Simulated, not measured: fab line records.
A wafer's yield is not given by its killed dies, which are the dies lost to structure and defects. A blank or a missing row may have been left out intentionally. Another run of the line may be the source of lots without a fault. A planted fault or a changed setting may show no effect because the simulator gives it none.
fab line records	flow nandHarc
record lots=6	wafers=16	lastDay=34
route steps=1302 shown A_BLC@1133 A_M0@1137 END@1302
lots that met no fault: from a run of the same line without faults
startH: start of the lot's first displayed wafer, in hours after the record's first day	waitH: time in hours since the lot's previous step	" as in the row above	L1.1+2: several wafers, shown together as one row	- no value present, or no start provided	* or withheld: withheld	< > ~ a bound
route shown NAME@n: names a module that has steps shown in the file, with the first one's number in the route	usual: mean/standard deviation taken from wafers without a fault	same: alike in all rows	chamber/n: place in a boat	sites: each site's reading	_std_site: the values' standard deviation	_edge_site: inner sites' mean taken away from outer sites' mean	radiusMm: how far each site lies from the wafer's centre	mask NAME#n: copy n	behind: the most recent tool/chamber to have shaped the wafer	hold: why the lot was held/for how many hours/how that ended	device: which transistor (n, p or np) failed to switch	end of line: the route-end tests of the same wafers	step lacking rows: just its recipe	killed: dies lost to structure and defects at the first sort, not the wafer's yield	map: a wafer's dies, x killed, . not, _ none there
set.NAME: the setting the step ran with; set.NAME@STEP: the setting that earlier step ran with	model.NAME: the simulator's own value behind a step, which no gauge read
lots seen at some steps along the route; tables by step, rows by wafer
services: from which hour (startH, from the record's first day; less than 0 if before it) a tool's chamber was out of use, for how many hours, and why
## steps
# step NHARC_A_BLC_CMP_25
# recipe tOverpolishS=30	targetThkNm=150
# usual motorCurrentA=11.9/1.1	overpolishRunS=29.999/0.0088	timeToEndpointS=29.9/2.2
lot.wafer	tool	chamber	startH	waitH	motorCurrentA	overpolishRunS	timeToEndpointS
L354.3	cmp-03	1	579.54	0.5	10.2	30.005	31.0
L354.5	"	2	"	"	11.2	29.980	30.4
L354.6	"	3	"	"	11.6	29.993	35.7
L355.1	cmp-01	1	612.52	0.5	13.2	30.000	32.0
L355.5	"	1	"	"	14.0	29.982	33.1
L355.6	"	2	"	"	12.5	29.993	33.6
L359.2	cmp-01	0	649.66	0.5	13.9	29.990	29.8
L359.4	"	1	"	"	14.1	29.996	35.5
L360.4	cmp-03	2	661.56	0.3	11.0	29.982	30.9
L360.6	"	2	"	"	10.9	30.003	30.4
L364.4	cmp-01	2	703.83	0.2	13.7	30.004	28.5
L364.2	"	1	"	"	13.6	30.012	28.3
L364.5	"	2	"	"	13.0	29.991	29.5
L367.3	cmp-02	1	762.46	0.3	11.1	30.012	31.7
L367.4	"	3	"	"	11.1	30.006	32.3
L367.6	"	1	"	"	11.3	29.989	29.2
# step NHARC_A_BLC_SRD_27
# step NHARC_A_M0_DEP_00
# recipe targetThkA=1500	targetThkNm=150	tempC=withheld	pressureTorr=5	flowSccm=200	rfW=600	material=SiOC
# step NHARC_A_M0_DEHYDRATE_01
# recipe tempC=150	timeS=120
# step NHARC_A_M0_HMDS_02
# recipe timeS=30
# step NHARC_A_M0_COAT_33
# recipe tempC=200	timeS=65
# step NHARC_A_M0_COAT_03
# recipe spinRpm=1500	resistThkNm=90
# step NHARC_A_M0_SOFTBAKE_04
# recipe tempC=105	timeS=55
# step NHARC_A_M0_EBR_05
# step NHARC_A_M0_EXPOSE_06
# recipe na=1.35	targetCdNm=80	doseMj=83.25	maskId=A_M0
# step NHARC_A_M0_PEB_07
# recipe pebTempC=100	pebTimeS=65
# usual heaterPowerTotalW=156.6/0.44	plateTempC=100.00/0.12
lot.wafer	tool	chamber	startH	waitH	heaterPowerTotalW	plateTempC
L354.3	lithoTrack-01	0	580.69	0.0	155.9	100.07
L354.5	"	0	"	"	156.3	100.15
L354.6	"	0	"	"	156.3	100.07
L355.1	lithoTrack-06	0	613.65	0.1	155.9	99.92
L355.5	"	0	"	"	156.4	100.21
L355.6	"	0	"	"	156.1	100.00
L359.2	lithoTrack-01	0	650.92	0.1	152.5	98.15
L359.4	"	0	"	"	152.5	98.57
L360.4	lithoTrack-01	0	662.76	0.0	153.1	98.51
L360.6	"	0	"	"	153.2	98.30
L364.2	lithoTrack-04	0	705.06	0.1	156.1	99.89
L364.4	"	0	"	"	156.0	99.89
L364.5	"	0	"	"	157.2	99.77
L367.3	lithoTrack-06	0	763.54	0.0	156.1	99.96
L367.4	"	0	"	"	157.1	99.97
L367.6	"	0	"	"	156.3	100.03
# step NHARC_A_M0_DEVELOP_08
# recipe developTimeS=35	devTempC=23
# step NHARC_A_M0_CD_MEAS_09
# recipe targetCdNm=80	landingEnergyEv=500
# usual cdNm=80.2/0.52
lot.wafer	tool	chamber	startH	waitH	cdNm
L354.3	cdSem-01	0	580.77	-	79.0
L354.5	"	0	"	"	79.1
L354.6	"	0	"	"	79.3
L355.1	cdSem-03	0	613.73	-	80.6
L355.5	"	0	"	"	80.8
L355.6	"	0	"	"	80.0
L359.2	cdSem-02	0	651.00	-	73.5
L359.4	"	0	"	"	73.3
L360.4	cdSem-03	0	662.85	-	73.4
L360.6	"	0	"	"	73.4
L364.2	cdSem-03	0	705.14	-	80.4
L364.4	"	0	"	"	80.1
L364.5	"	0	"	"	80.7
L367.3	cdSem-02	0	763.62	-	80.4
L367.4	"	0	"	"	79.5
L367.6	"	0	"	"	80.7
# step NHARC_A_M0_OVL_MEAS_10
# recipe pitchNm=160
# usual overlayXNm=-0.1/0.83	overlayYNm=0.2/0.69
lot.wafer	tool	chamber	startH	waitH	overlayXNm	overlayYNm
L354.3	overlay-02	-	580.86	-	0.2	-1.1
L354.5	"	-	"	"	0.7	-1.0
L354.6	"	-	"	"	-0.1	-0.6
L355.1	overlay-02	-	613.82	-	-1.1	0.1
L355.5	"	-	"	"	-0.8	0.7
L355.6	"	-	"	"	-1.0	0.0
L359.2	overlay-01	-	651.09	-	0.4	0.9
L359.4	"	-	"	"	1.3	0.9
L360.4	overlay-02	-	662.93	-	1.7	-0.6
L360.6	"	-	"	"	1.2	0.2
L364.2	overlay-01	-	705.23	-	0.0	-0.9
L364.4	"	-	"	"	-0.1	-0.1
L364.5	"	-	"	"	0.6	-0.5
L367.3	overlay-01	-	763.70	-	0.1	0.7
L367.4	"	-	"	"	-0.7	0.6
L367.6	"	-	"	"	-0.8	1.2
# step NHARC_A_M0_DESCUM_14
# recipe timeS=3	o2FlowSccm=200	arFlowSccm=0	biasPowerW=0	chemistry=O2
# usual drypumpMotorCurrentA=5.7/0.37	oesProductAu=1.005/0.0086	rfVppV=57.8/0.91	showerheadPlenumPTorr=1.91/0.11	throttleValvePct=11.311/0.0095
lot.wafer	tool	chamber	startH	waitH	drypumpMotorCurrentA	oesProductAu	rfHoursCounterH	rfVppV	showerheadPlenumPTorr	throttleValvePct	model.A_M0.cdNm
L354.3	rieDiel-02	0	580.97	0.1	5.6	1.012	0	57.8	1.95	11.324	79.27
L354.5	"	2	"	"	5.3	1.006	-	58.2	1.83	11.294	78.66
L354.6	"	3	"	"	6.2	1.006	-	58.7	2.01	11.320	79.44
L355.1	rieDiel-09	1	613.93	0.1	6.0	1.006	4	55.3	1.81	11.299	80.16
L355.6	"	3	"	"	6.2	1.012	-	59.4	2.06	11.298	79.91
L355.5	"	0	"	"	5.6	1.009	-	57.7	1.78	11.311	80.17
L359.2	rieDiel-02	0	651.19	0.1	5.6	1.006	6	57.7	1.95	11.299	73.55
L359.4	"	2	"	"	5.3	1.012	5	57.0	1.83	11.289	73.01
L360.4	rieDiel-05	1	663.06	0.1	5.9	1.017	-	58.3	1.96	11.318	73.51
L360.6	"	0	"	"	5.5	1.001	-	59.3	2.04	11.329	73.47
L364.2	rieDiel-09	3	705.33	0.1	6.2	1.016	1	59.2	2.06	11.328	80.49
L364.4	"	0	"	"	5.5	1.015	1	56.6	1.78	11.308	79.74
L364.5	"	0	"	"	5.5	1.017	-	58.0	1.78	11.310	80.45
L367.3	rieDiel-09	0	763.80	0.1	5.6	1.008	5	57.9	1.78	11.322	80.51
L367.4	"	3	"	"	6.2	1.011	4	58.6	2.06	11.303	80.46
L367.6	"	1	"	"	6.0	1.019	-	57.6	1.81	11.311	81.03
# step NHARC_A_M0_ETCH_34
# recipe targetDepthA=400	overetchA=120	timeS=43.94	ionEnergyEv=200	n2FlowSccm=150	h2FlowSccm=150	arFlowSccm=0	rfW=400	biasW=150	chemistry=N2/H2
# usual biasW=150.0/0.45	drypumpMotorCurrentA=5.6/0.36	oesProductAu=1.003/0.0077	rfVppV=430/3.3	showerheadPlenumPTorr=2.03/0.12	throttleValvePct=14.172/0.0089
lot.wafer	tool	chamber	startH	waitH	biasW	drypumpMotorCurrentA	oesProductAu	rfHoursCounterH	rfVppV	showerheadPlenumPTorr	throttleValvePct
L354.3	rieDiel-02	3	581.05	0.1	149.7	6.2	0.998	0	434	2.14	14.173
L354.5	"	1	"	"	150.1	5.4	0.997	-	432	2.06	14.162
L354.6	"	2	"	"	151.1	5.3	0.996	-	426	1.95	14.164
L355.1	rieDiel-09	3	614.00	0.1	149.7	6.2	1.002	6	435	2.20	14.171
L355.5	"	3	"	"	149.0	6.2	1.009	-	434	2.20	14.175
L355.6	"	0	"	"	150.0	5.6	1.002	-	427	1.89	14.166
L359.4	rieDiel-02	1	651.28	0.1	149.3	5.3	1.005	4	431	2.05	14.174
L359.2	"	3	"	"	149.6	6.2	1.001	5	434	2.14	14.172
L360.6	rieDiel-05	3	663.15	0.1	149.8	5.1	1.000	-	425	1.89	14.161
L360.4	"	1	"	"	149.3	5.9	1.011	-	433	2.09	14.167
L364.2	rieDiel-09	3	705.41	0.1	150.1	6.2	1.006	1	434	2.20	14.170
L364.4	"	0	"	"	149.6	5.6	1.000	1	427	1.89	14.176
L364.5	"	0	"	"	149.9	5.6	0.999	-	425	1.89	14.171
L367.3	rieDiel-09	2	763.89	0.1	149.8	5.6	1.014	5	434	2.12	14.178
L367.4	"	3	"	"	149.3	6.2	1.004	4	433	2.20	14.172
L367.6	"	0	"	"	150.1	5.5	1.007	-	425	1.89	14.173
# step NHARC_A_M0_ETCH_15
# recipe targetDepthA=1500	overetchA=150	timeS=82.5	c4f8FlowSccm=withheld	arFlowSccm=400	rfW=600	biasW=300	chemistry=C4F8/Ar
# usual biasW=299.9/0.86	oesProductAu=0.953/0.02	rfVppV=441/3.3
lot.wafer	tool	chamber	startH	waitH	biasW	oesProductAu	rfHoursCounterH	rfVppV	model.A_M0.cdNm
L354.3	rieDiel-02	1	-	-	299.4	0.990	0	441	79.77
L354.6	"	0	"	"	300.0	0.984	-	442	79.63
L354.5	"	1	"	"	299.5	0.997	-	441	79.04
L355.1	rieDiel-09	3	-	-	299.9	0.935	6	445	80.16
L355.6	"	3	"	"	298.7	0.932	-	444	79.83
L355.5	"	0	"	"	300.9	0.925	-	438	80.17
L359.2	rieDiel-02	2	-	-	299.6	0.929	5	439	73.83
L359.4	"	1	"	"	298.3	0.936	4	441	73.37
L360.4	rieDiel-05	0	-	-	298.8	0.922	-	443	73.05
L360.6	"	1	"	"	299.9	0.943	-	441	73.17
L364.2	rieDiel-09	2	-	-	299.8	0.977	2	444	80.66
L364.4	"	0	"	"	297.9	0.959	1	435	79.66
L364.5	"	3	"	"	300.0	0.962	-	445	80.36
L367.3	rieDiel-09	1	-	-	301.0	0.962	5	437	80.63
L367.4	"	2	"	"	298.5	0.970	5	442	80.59
L367.6	"	0	"	"	299.6	0.951	-	437	81.18
# step NHARC_A_M0_CD_MEAS_16
# usual cdNm=80.1/0.63
lot.wafer	tool	chamber	startH	waitH	cdNm
L354.3	cdSem-02	-	581.26	-	79.5
L354.5	"	-	"	"	79.1
L354.6	"	-	"	"	79.6
L355.1	cdSem-01	-	614.21	-	80.1
L355.5	"	-	"	"	80.3
L355.6	"	-	"	"	79.7
L359.2	cdSem-01	-	651.49	-	73.5
L359.4	"	-	"	"	73.3
L360.4	cdSem-03	-	663.39	-	73.2
L360.6	"	-	"	"	73.1
L364.2	cdSem-03	-	705.63	-	80.4
L364.4	"	-	"	"	80.0
L364.5	"	-	"	"	80.8
L367.3	cdSem-03	-	764.10	-	80.7
L367.4	"	-	"	"	80.9
L367.6	"	-	"	"	80.9
# step NHARC_END_SORT_01
# recipe tempC=25
# usual killedAtArray=44/16	killedAtOther=0.6/1.1	killedAtPeriphery=3.9/2.6	killedDies=48/16	killedOpen=3.1/1.9	killedShort=2.4/1.8
# same grossDies=677
lot.wafer	tool	chamber	startH	waitH	killedAtArray	killedAtOther	killedAtPeriphery	killedDies	killedOpen	killedShort
L354.5	prober-02	0	627.26	3.7	77	1	2	80	3	1
L354.6	prober-02	0	628.07	4.0	54	0	3	57	6	0
L355.5	prober-02	0	656.47	3.7	35	0	0	35	0	1
L355.6	prober-02	0	657.27	4.0	57	0	0	57	1	0
L359.2	prober-01	0	695.93	2.8	51	0	10	61	7	2
L359.4	prober-01	0	697.54	3.4	48	1	5	54	3	2
L360.4	prober-02	0	706.53	3.4	81	1	3	85	3	1
L360.6	prober-02	0	708.14	4.0	86	0	3	89	1	4
# killed by level:class
L354.5 A_CHANNEL_HOLE_D2:chamberFilmFlake=28 A_CHANNEL_HOLE_D1:chamberFilmFlake=24 A_CONTACT:chamberFilmFlake=9 A_STAIRCASE:chamberFilmFlake=5 A_SGD_CUT:chamberFilmFlake=2 A_M0:chamberFilmFlake=2 A_ONON_D1:geometricParticle:short=1 A_CHANNEL_HOLE_D2:geometricParticle:open=1
L354.6 A_CHANNEL_HOLE_D2:chamberFilmFlake=16 A_CHANNEL_HOLE_D1:chamberFilmFlake=11 A_CONTACT:chamberFilmFlake=7 A_STAIRCASE:chamberFilmFlake=6 A_M0:chamberFilmFlake=5 A_WL_FILL:chamberFilmFlake=3 A_CHANNEL_FILL_D1:geometricParticle:open=2 A_CHANNEL_FILL_D2:geometricParticle:open=2
L355.5 A_CHANNEL_HOLE_D1:chamberFilmFlake=21 A_CHANNEL_HOLE_D2:chamberFilmFlake=8 A_CONTACT:chamberFilmFlake=3 A_CONTACT:geometricParticle:short=1 A_STAIRCASE:chamberFilmFlake=1 A_SLIT:chamberFilmFlake=1
L355.6 A_CHANNEL_HOLE_D1:chamberFilmFlake=39 A_CHANNEL_HOLE_D2:chamberFilmFlake=8 A_CONTACT:chamberFilmFlake=5 A_SLIT:chamberFilmFlake=3 A_M0:geometricParticle:open=1 A_WL_FILL:chamberFilmFlake=1
L359.2 A_SLIT:unspecified=28 A_CONTACT:chamberFilmFlake=7 P_GATE:chamberFilmFlake=5 P_M0:geometricParticle:open=3 A_DECK1_JOINT:chamberFilmFlake=3 A_SLIT:chamberFilmFlake=3 P_CONTACT:geometricParticle:open=2 A_CHANNEL_FILL_D1:geometricParticle:open=1
L359.4 A_SLIT:unspecified=22 A_SLIT:chamberFilmFlake=9 A_CONTACT:chamberFilmFlake=5 P_STI:chamberFilmFlake=3 A_CHANNEL_HOLE_D1:chamberFilmFlake=3 P_GATE:chamberFilmFlake=2 A_CHANNEL_HOLE_D1:geometricParticle:short=1 A_CHANNEL_FILL_D1:geometricParticle:open=1
L360.4 A_CHANNEL_HOLE_D1:chamberFilmFlake=37 A_SLIT:unspecified=23 A_SLIT:chamberFilmFlake=11 A_CONTACT:chamberFilmFlake=3 P_GATE:chamberFilmFlake=2 A_WL_FILL:chamberFilmFlake=2 A_DECK1_JOINT:geometricParticle:short=1 A_ONON_D2:geometricParticle:open=1
L360.6 A_CHANNEL_HOLE_D1:chamberFilmFlake=36 A_SLIT:unspecified=28 A_SLIT:chamberFilmFlake=8 A_CONTACT:chamberFilmFlake=4 P_GATE:chamberFilmFlake=3 A_CHANNEL_HOLE_D2:chamberFilmFlake=2 A_STAIRCASE:chamberFilmFlake=1 A_CHANNEL_FILL_D1:geometricParticle:short=1
## services
tool	chamber	startH	hours	kind
rieDiel-02	-	570.70	9.0	pm
cmp-01	-	577.57	4.0	pm
rieDiel-05	-	583.60	9.0	pm
cmp-01	-	593.78	1.9	repair
rieDiel-05	3	596.32	17.8	repair
rieDiel-02	1	626.30	17.0	repair
rieDiel-05	-	645.95	6.1	repair
rieDiel-02	1	654.36	47.2	repair
cmp-01	-	655.85	0.8	repair
rieDiel-05	2	657.69	38.7	repair
rieDiel-09	-	674.21	9.0	pm
cmp-01	-	675.57	4.0	pm
lithoTrack-01	-	680.00	7.0	pm
rieDiel-02	2	690.58	2.6	repair
lithoTrack-06	-	704.00	7.0	pm
rieDiel-02	1	704.48	5.8	repair
cmp-01	-	704.69	0.9	repair
rieDiel-02	-	714.59	0.2	repair
cmp-01	-	726.61	1.3	repair
rieDiel-05	-	727.48	0.8	repair
cmp-01	-	731.31	0.8	repair
rieDiel-05	1	735.85	9.3	repair
rieDiel-02	-	747.70	9.0	pm
rieDiel-09	3	748.16	3.1	repair
## key
firstSign step=NHARC_A_M0_PEB_07	reading=plateTempC	direction=down	sigmas=13	usual=*	struck=*
effect step=NHARC_A_M0_PEB_07	reading=heaterPowerTotalW	direction=down	sigmas=8.6	usual=*	struck=*
effect step=NHARC_A_M0_CD_MEAS_09	reading=cdNm	direction=down	sigmas=13	usual=80.2	struck=73.4
effect step=NHARC_A_M0_CD_MEAS_16	reading=cdNm	direction=down	sigmas=11	usual=80.1	struck=73.3
modelEffect step=NHARC_A_M0_DESCUM_14	value=A_M0.cdNm	without=80.07	struck=73.39
modelEffect step=NHARC_A_M0_ETCH_15	value=A_M0.cdNm	without=80.03	struck=73.35
metAt NHARC_A_M0_PEB_07
struckWafers L359.2,L359.4,L360.4,L360.6
testerLeftOut L359,L360
onsetBetween 580.69 650.92
earlierFault kind=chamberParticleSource	tool=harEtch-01	chamber=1	onsetH=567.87	steps=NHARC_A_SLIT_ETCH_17	ratePerVisitCm2=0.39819
fault kind=processParameterDrift	tool=lithoTrack-01	chamber=-	onsetH=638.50	steps=NHARC_A_M0_PEB_07	channel=pebTempC	offset=*	shape=step	actsIn=*	stated=*
# testerLeftOut: of these lots the tester's yield and bins aren't shown, on N5 and GAA mostly nor the transistor test; their killed dies are dies lost to structure and defects alone, not to doping, threshold or leakage, so they don't give the yield
